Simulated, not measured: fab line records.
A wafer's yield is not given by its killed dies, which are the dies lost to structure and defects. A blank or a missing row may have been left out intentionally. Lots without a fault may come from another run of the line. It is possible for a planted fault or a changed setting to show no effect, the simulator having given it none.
Code-filled problem report in 8D (eight disciplines) form	flow n5 finfet	the parts of the form that need people (team, actions taken, sign-off) are left out

## 1. THE PROBLEM
Wafers without a fault read 25.000, standard deviation 0.0081; beam energy keV at N5_WELL_APT_IMPLANT_15 reads a mean of 37.887 on 6 wafers belonging to 2 lots. So: +99 or more standard deviations from the usual mean.
First seen on wafer L374.2, day 4 20:05, on implanter-02. At this step, 28 wafers from 10 lots have a number in the record. Rule for "out" (also "out of limits"): further than 4 standard deviations from the usual mean. All remaining wafers that have a number are taken as sound.

## 2. WHAT IT IS, AND WHAT IT ISN'T
question	is	is not
which readings at this step	beam energy keV	-
which lots	L374, L375	L363, L366, L367, L371, L373, L376, L383, L384
which wafers of those lots	all that have a number	-
read on which tools	implanter-02	implanter-01
when	from day 4 20:05	up to then (13 sound wafers); but 9 sound wafers of L376, L383, L384 came after

## 3. SUSPECTS, AND WHAT RULES EACH OUT
Counting: a tool stays on the suspect list if, at a process step up to the reading, it processed all lots that are out and no sound lot following the first of them.
- implanter-02 at N5_WELL_APT_IMPLANT_15: kept. Every lot that is out went through it, starting with L374 (day 4 20:05), and after that it ran no sound lot; the last sound lot it ran before then is L373 (day 4 14:20). On those wafers its own readings are out: beam energy keV.
Remaining after the count: implanter-02 at N5_WELL_APT_IMPLANT_15.

## 4. THE CAUSE (what the simulator had put in)
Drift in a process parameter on implanter-02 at N5_WELL_APT_IMPLANT_15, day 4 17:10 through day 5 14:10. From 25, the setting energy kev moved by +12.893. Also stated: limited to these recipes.
Counting left only this tool.

## 5. THE CHAIN OF EFFECTS, in route order
Each row: a reading whose mean over the struck wafers that have a number lies more than 3 standard deviations from the usual. Readings are gone through only where the record gives a usual standard deviation; hours: the median, over the lots, of the time from a lot's start at the first step in this table giving one to that lot's start at this step; sigmas: the change measured in usual standard deviations.
hours	step	reading	usual	on struck wafers	change	sigmas
0	N5_WELL_APT_IMPLANT_15	beam energy keV	25.000	37.887	+12.887	+99 or more
Here are the process steps it includes:
- N5_WELL_APT_IMPLANT_15
At these later measuring or inspecting steps, every struck wafer for which the step has a row has a number for every such reading, and none has moved that far: N5_WELL_APT_OVL_MEAS_26, N5_BEOL_M4_RC_MEAS_101.

## 6. WHAT WOULD HAVE CAUGHT IT SOONER
First out-of-limits reading in this record: day 4 20:05, which is 3 hours after fault onset at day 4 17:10.
